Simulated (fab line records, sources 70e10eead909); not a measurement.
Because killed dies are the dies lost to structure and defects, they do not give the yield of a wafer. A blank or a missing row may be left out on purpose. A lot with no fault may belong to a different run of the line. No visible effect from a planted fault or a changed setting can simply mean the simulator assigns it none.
Matching of chambers | flow nand-harc | NHARC_A_STAIRCASE_DEP_151 on pecvd-03 has 3 sister chambers
The step deposits SiO2, target thk 3800 nm. 6 wafers are shown with their chamber, then 8 later ones without.

== WAFERS PAIRED WITH THEIR CHAMBERS ==
wafer  | chamber | heater-power-w (W)
L088.1 | 0       | 578
L088.4 | 2       | 628
L090.4 | 2       | 646
L090.5 | 0       | 478
L090.6 | 1       | 745
L092.4 | 1       | 718

== WAFERS WITHOUT THEIR CHAMBER ==
wafer  | heater-power-w (W)
L092.5 | 644
L092.6 | 464
L091.2 | 741
L091.4 | 715
L091.5 | 450
L096.1 | 575
L096.4 | 463
L096.6 | 648

== THE CHAMBER EACH PASSED THROUGH ==
wafer  | from the rows above     | in truth
L092.5 | can't be placed: 2 or 1 | 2
L092.6 | 0                       | 0
L091.2 | 1                       | 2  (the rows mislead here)
L091.4 | can't be placed: 1 or 2 | 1
L091.5 | 0                       | 0
L096.1 | can't be placed: 0 or 2 | 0
L096.4 | 0                       | 0
L096.6 | can't be placed: 2 or 1 | 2
Placed correctly: 3 of 8. Unplaceable from these rows: 4, with the true chamber sitting among the candidates in 4. Wrongly placed: 1.
How it was worked out, from the rows above alone: a wafer's distance from a chamber is the root of the sum, over the readings, of the square of ((its reading less the chamber's mean) divided by the reading's scatter). The wafer belongs to the nearest chamber; if the next one is less than 2 further off, it can't be placed. The mean given for a chamber averages the wafers shown for that chamber. The scatter: take each reading less its chamber's mean, square it, sum over the shown wafers, divide by the number of wafers less the number of chambers, and take the root.
